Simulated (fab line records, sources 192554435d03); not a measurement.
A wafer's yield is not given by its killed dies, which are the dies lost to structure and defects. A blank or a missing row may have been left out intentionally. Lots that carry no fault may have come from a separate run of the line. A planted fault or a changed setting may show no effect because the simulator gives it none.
Which tool did it? / flow n5_finfet / 24 lots with 72 wafers sampled at 3 steps, on a route of 1938 steps

WHAT THE GAUGES SHOWED, per wafer
N5_BEOL_M8_OVL_MEAS_29.
lot=L076; measured=day 11 07:32; on=overlay-01; V7_OVL (nm)=-0.4 0.0 -1.2
lot=L078; measured=day 11 17:48; on=overlay-02; V7_OVL (nm)=0.8 0.3 1.2
lot=L074; measured=day 11 20:48; on=overlay-02; V7_OVL (nm)=0.7 -0.1 0.7
lot=L077; measured=day 12 02:31; on=overlay-01; V7_OVL (nm)=1.2 1.0 0.5
lot=L079; measured=day 12 04:31; on=overlay-01; V7_OVL (nm)=-0.6 0.6 1.3
lot=L080; measured=day 12 04:55; on=overlay-02; V7_OVL (nm)=1.0 1.4 0.4
lot=L075; measured=day 12 08:58; on=overlay-02; V7_OVL (nm)=0.4 1.5 0.6
lot=L081; measured=day 13 01:37; on=overlay-02; V7_OVL (nm)=0.5 0.5 0.9
lot=L082; measured=day 13 01:59; on=overlay-02; V7_OVL (nm)=-0.6 0.8 -0.2
lot=L083; measured=day 13 03:53; on=overlay-02; V7_OVL (nm)=-0.5 0.5 0.6
lot=L086; measured=day 14 04:05; on=overlay-02; V7_OVL (nm)=0.4 0.5 0.3
lot=L085; measured=day 14 12:13; on=overlay-01; V7_OVL (nm)=0.0 0.0 0.6
lot=L084; measured=day 14 12:20; on=overlay-01; V7_OVL (nm)=0.7 1.1 0.6
lot=L087; measured=day 14 17:19; on=overlay-01; V7_OVL (nm)=1.1 1.2 1.4
lot=L088; measured=day 15 05:17; on=overlay-02; V7_OVL (nm)=1.3 1.4 -1.1
lot=L089; measured=day 15 05:19; on=overlay-01; V7_OVL (nm)=-0.1 0.7 2.0
lot=L091; measured=day 15 06:40; on=overlay-01; V7_OVL (nm)=0.4 0.2 0.3
lot=L094; measured=day 15 16:56; on=overlay-01; V7_OVL (nm)=0.0 0.0 0.0
lot=L090; measured=day 15 16:58; on=overlay-02; V7_OVL (nm)=1.5 -0.1 0.2
lot=L092; measured=day 16 00:05; on=overlay-01; V7_OVL (nm)=1.2 0.3 1.0
lot=L093; measured=day 16 05:01; on=overlay-02; V7_OVL (nm)=0.7 0.8 0.6
lot=L096; measured=day 17 03:06; on=overlay-02; V7_OVL (nm)=0.2 1.2 0.9
lot=L095; measured=day 17 03:16; on=overlay-02; V7_OVL (nm)=0.5 0.9 2.1
lot=L097; measured=day 18 06:20; on=overlay-02; V7_OVL (nm)=0.6 1.2 1.4

N5_BEOL_M8_RS_MEAS_57: the measuring method here is four-point-probe.
lot=L076; measured=day 11 10:11; on=film_metro-02; M8_RS (ohm/sq)=0.275 0.293 0.273
lot=L078; measured=day 11 20:34; on=film_metro-02; M8_RS (ohm/sq)=0.270 0.292 0.282
lot=L074; measured=day 11 23:35; on=film_metro-02; M8_RS (ohm/sq)=0.281 0.293 0.279
lot=L077; measured=day 12 05:41; on=film_metro-01; M8_RS (ohm/sq)=0.287 0.295 0.293
lot=L079; measured=day 12 07:51; on=film_metro-02; M8_RS (ohm/sq)=0.293 0.283 0.288
lot=L080; measured=day 12 08:08; on=film_metro-02; M8_RS (ohm/sq)=0.289 0.294 0.286
lot=L075; measured=day 12 12:50; on=film_metro-01; M8_RS (ohm/sq)=0.284 0.266 0.271
lot=L081; measured=day 13 04:35; on=film_metro-01; M8_RS (ohm/sq)=0.270 0.287 0.281
lot=L082; measured=day 13 05:29; on=film_metro-02; M8_RS (ohm/sq)=0.296 0.274 0.271
lot=L083; measured=day 13 07:03; on=film_metro-02; M8_RS (ohm/sq)=0.279 0.297 0.293
lot=L086; measured=day 14 07:41; on=film_metro-02; M8_RS (ohm/sq)=0.291 0.284 0.285
lot=L085; measured=day 14 15:13; on=film_metro-02; M8_RS (ohm/sq)=0.274 0.283 0.274
lot=L084; measured=day 14 16:32; on=film_metro-02; M8_RS (ohm/sq)=0.280 0.269 0.269
lot=L087; measured=day 14 22:05; on=film_metro-01; M8_RS (ohm/sq)=0.277 0.270 0.269
lot=L088; measured=day 15 08:24; on=film_metro-01; M8_RS (ohm/sq)=0.283 0.285 0.284
lot=L089; measured=day 15 08:44; on=film_metro-02; M8_RS (ohm/sq)=0.279 0.282 0.280
lot=L091; measured=day 15 10:18; on=film_metro-02; M8_RS (ohm/sq)=0.286 0.289 0.274
lot=L094; measured=day 15 20:39; on=film_metro-01; M8_RS (ohm/sq)=0.278 0.284 0.282
lot=L090; measured=day 15 21:53; on=film_metro-02; M8_RS (ohm/sq)=0.280 0.285 0.282
lot=L092; measured=day 16 04:08; on=film_metro-02; M8_RS (ohm/sq)=0.280 0.271 0.293
lot=L093; measured=day 16 07:56; on=film_metro-02; M8_RS (ohm/sq)=0.280 0.280 0.287
lot=L096; measured=day 17 06:48; on=film_metro-01; M8_RS (ohm/sq)=0.284 0.279 0.283
lot=L095; measured=day 17 07:21; on=film_metro-02; M8_RS (ohm/sq)=0.274 0.291 0.273
lot=L097; measured=day 18 10:38; on=film_metro-01; M8_RS (ohm/sq)=0.279 0.281 0.271

WHAT TOOL EACH LOT RAN ON (gives the tool, then ch and the chambers of the sampled wafers, and finally the start)
lot=L076; N5_BEOL_M8_STRIP_80=rie_diel-03 ch 0,1,2, day 11 10:11 or earlier
lot=L078; N5_BEOL_M8_STRIP_80=rie_diel-02 ch 1,2,3, day 11 20:34 or earlier
lot=L074; N5_BEOL_M8_STRIP_80=rie_diel-03 ch 1,2, day 11 23:35 or earlier
lot=L077; N5_BEOL_M8_STRIP_80=rie_diel-06 ch 1,2, day 12 05:41 or earlier
lot=L079; N5_BEOL_M8_STRIP_80=rie_diel-02 ch 1,3, day 12 07:51 or earlier
lot=L080; N5_BEOL_M8_STRIP_80=rie_diel-06 ch 0,2, day 12 08:08 or earlier
lot=L075; N5_BEOL_M8_STRIP_80=rie_diel-03 ch 0,2, day 12 12:50 or earlier
lot=L081; N5_BEOL_M8_STRIP_80=rie_diel-03 ch 0,1,3, day 13 04:35 or earlier
lot=L082; N5_BEOL_M8_STRIP_80=rie_diel-03 ch 0,2, day 13 05:29 or earlier
lot=L083; N5_BEOL_M8_STRIP_80=rie_diel-03 ch 2,3, day 13 07:03 or earlier
lot=L086; N5_BEOL_M8_STRIP_80=rie_diel-06 ch 0,2,3, day 14 07:41 or earlier
lot=L085; N5_BEOL_M8_STRIP_80=rie_diel-06 ch 0,1,2, day 14 15:13 or earlier
lot=L084; N5_BEOL_M8_STRIP_80=rie_diel-03 ch 0,3, day 14 16:32 or earlier
lot=L087; N5_BEOL_M8_STRIP_80=rie_diel-06 ch 0,1,2, day 14 22:05 or earlier
lot=L088; N5_BEOL_M8_STRIP_80=rie_diel-03 ch 0,3, day 15 08:24 or earlier
lot=L089; N5_BEOL_M8_STRIP_80=rie_diel-02 ch 0,1,2, day 15 08:44 or earlier
lot=L091; N5_BEOL_M8_STRIP_80=rie_diel-03 ch 0,3, day 15 10:18 or earlier
lot=L094; N5_BEOL_M8_STRIP_80=rie_diel-02 ch 1,3, day 15 20:39 or earlier
lot=L090; N5_BEOL_M8_STRIP_80=rie_diel-06 ch 2,3, day 15 21:53 or earlier
lot=L092; N5_BEOL_M8_STRIP_80=rie_diel-03 ch 1,2,3, day 16 04:08 or earlier
lot=L093; N5_BEOL_M8_STRIP_80=rie_diel-03 ch 0,3, day 16 07:56 or earlier
lot=L096; N5_BEOL_M8_STRIP_80=rie_diel-06 ch 1,3, day 17 06:48 or earlier
lot=L095; N5_BEOL_M8_STRIP_80=rie_diel-03 ch 0,1,3, day 17 07:21 or earlier
lot=L097; N5_BEOL_M8_STRIP_80=rie_diel-06 ch 2,3, day 18 10:38 or earlier
- N5_BEOL_M8_STRIP_80: strips in N2/H2, time 10 s.

WHAT THE TOOLS THEMSELVES READ (means of the sampled wafers that have a number; where no wafer has one, the mark that the record gives instead)
N5_BEOL_M8_STRIP_80.
lot=L076; tool=rie_diel-03; drypump_motor_current_A (A)=5.5; oes_product_au (a.u.)=0.78; rf_vpp_V (V)=59.2; showerhead_plenum_p_Torr (Torr)=2.51; throttle_valve_pct (%)=23.7
lot=L078; tool=rie_diel-02; drypump_motor_current_A (A)=5.7; oes_product_au (a.u.)=0.78; rf_vpp_V (V)=58.9; showerhead_plenum_p_Torr (Torr)=2.47; throttle_valve_pct (%)=23.6
lot=L074; tool=rie_diel-03; drypump_motor_current_A (A)=5.9; oes_product_au (a.u.)=0.73; rf_vpp_V (V)=59.4; showerhead_plenum_p_Torr (Torr)=2.56; throttle_valve_pct (%)=24.1
lot=L077; tool=rie_diel-06; drypump_motor_current_A (A)=5.9; oes_product_au (a.u.)=0.67; rf_vpp_V (V)=59.6; showerhead_plenum_p_Torr (Torr)=2.61; throttle_valve_pct (%)=23.8
lot=L079; tool=rie_diel-02; drypump_motor_current_A (A)=5.8; oes_product_au (a.u.)=0.69; rf_vpp_V (V)=58.7; showerhead_plenum_p_Torr (Torr)=2.48; throttle_valve_pct (%)=23.9
lot=L080; tool=rie_diel-06; drypump_motor_current_A (A)=6.0; oes_product_au (a.u.)=0.70; rf_vpp_V (V)=59.2; showerhead_plenum_p_Torr (Torr)=2.62; throttle_valve_pct (%)=23.9
lot=L075; tool=rie_diel-03; drypump_motor_current_A (A)=5.1; oes_product_au (a.u.)=0.82; rf_vpp_V (V)=59.5; showerhead_plenum_p_Torr (Torr)=2.45; throttle_valve_pct (%)=23.3
lot=L081; tool=rie_diel-03; drypump_motor_current_A (A)=5.7; oes_product_au (a.u.)=0.86; rf_vpp_V (V)=59.7; showerhead_plenum_p_Torr (Torr)=2.61; throttle_valve_pct (%)=23.6
lot=L082; tool=rie_diel-03; drypump_motor_current_A (A)=5.1; oes_product_au (a.u.)=0.81; rf_vpp_V (V)=59.6; showerhead_plenum_p_Torr (Torr)=2.45; throttle_valve_pct (%)=23.3
lot=L083; tool=rie_diel-03; drypump_motor_current_A (A)=5.8; oes_product_au (a.u.)=0.78; rf_vpp_V (V)=58.7; showerhead_plenum_p_Torr (Torr)=2.50; throttle_valve_pct (%)=23.4
lot=L086; tool=rie_diel-06; drypump_motor_current_A (A)=6.3; oes_product_au (a.u.)=0.87; rf_vpp_V (V)=59.0; showerhead_plenum_p_Torr (Torr)=2.61; throttle_valve_pct (%)=23.7
lot=L085; tool=rie_diel-06; drypump_motor_current_A (A)=5.8; oes_product_au (a.u.)=0.78; rf_vpp_V (V)=59.8; showerhead_plenum_p_Torr (Torr)=2.61; throttle_valve_pct (%)=23.7
lot=L084; tool=rie_diel-03; drypump_motor_current_A (A)=5.3; oes_product_au (a.u.)=0.88; rf_vpp_V (V)=58.6; showerhead_plenum_p_Torr (Torr)=2.55; throttle_valve_pct (%)=23.2
lot=L087; tool=rie_diel-06; drypump_motor_current_A (A)=5.8; oes_product_au (a.u.)=0.77; rf_vpp_V (V)=59.5; showerhead_plenum_p_Torr (Torr)=2.61; throttle_valve_pct (%)=23.7
lot=L088; tool=rie_diel-03; drypump_motor_current_A (A)=5.7; oes_product_au (a.u.)=0.90; rf_vpp_V (V)=59.8; showerhead_plenum_p_Torr (Torr)=2.63; throttle_valve_pct (%)=23.1
lot=L089; tool=rie_diel-02; drypump_motor_current_A (A)=5.6; oes_product_au (a.u.)=0.89; rf_vpp_V (V)=59.8; showerhead_plenum_p_Torr (Torr)=2.55; throttle_valve_pct (%)=23.5
lot=L091; tool=rie_diel-03; drypump_motor_current_A (A)=5.7; oes_product_au (a.u.)=0.91; rf_vpp_V (V)=59.2; showerhead_plenum_p_Torr (Torr)=2.62; throttle_valve_pct (%)=23.1
lot=L094; tool=rie_diel-02; drypump_motor_current_A (A)=5.8; oes_product_au (a.u.)=0.83; rf_vpp_V (V)=58.3; showerhead_plenum_p_Torr (Torr)=2.47; throttle_valve_pct (%)=23.8
lot=L090; tool=rie_diel-06; drypump_motor_current_A (A)=6.4; oes_product_au (a.u.)=0.92; rf_vpp_V (V)=60.1; showerhead_plenum_p_Torr (Torr)=2.60; throttle_valve_pct (%)=23.7
lot=L092; tool=rie_diel-03; drypump_motor_current_A (A)=5.9; oes_product_au (a.u.)=0.77; rf_vpp_V (V)=58.7; showerhead_plenum_p_Torr (Torr)=2.57; throttle_valve_pct (%)=23.8
lot=L093; tool=rie_diel-03; drypump_motor_current_A (A)=5.3; oes_product_au (a.u.)=0.86; rf_vpp_V (V)=58.6; showerhead_plenum_p_Torr (Torr)=2.54; throttle_valve_pct (%)=23.2
lot=L096; tool=rie_diel-06; drypump_motor_current_A (A)=5.7; oes_product_au (a.u.)=0.91; rf_vpp_V (V)=59.5; showerhead_plenum_p_Torr (Torr)=2.59; throttle_valve_pct (%)=23.4
lot=L095; tool=rie_diel-03; drypump_motor_current_A (A)=5.6; oes_product_au (a.u.)=0.82; rf_vpp_V (V)=58.9; showerhead_plenum_p_Torr (Torr)=2.59; throttle_valve_pct (%)=23.6
lot=L097; tool=rie_diel-06; drypump_motor_current_A (A)=6.6; oes_product_au (a.u.)=0.86; rf_vpp_V (V)=59.2; showerhead_plenum_p_Torr (Torr)=2.58; throttle_valve_pct (%)=23.6

THE ANSWER, worked out from the rows above alone
Rule: usual is defined by the lots themselves. The widest of any qualifying gaps counts: lots, ordered by their means at a reading, are off when they make up no more than a third of the lots, leave a main group of 4 or more, and stand apart from it by 3 or more times the standard deviation of that group's means. A main group whose means are all the same, to the digits that the tables above print for the reading, isn't used. A lot without any number at a reading at which 4 lots or more have one is off too. The other lots that the step has rows for count as sound. After the gauges, taken in route order, come the tools' own readings; for these a lot's mean is taken, as printed above. At the first step where some lot is off, the reading lying furthest off is the one used; lots without a number count as furthest.
Nothing can be told from this: no lot is off at any reading shown.

WHAT THE SIMULATOR PUT IN
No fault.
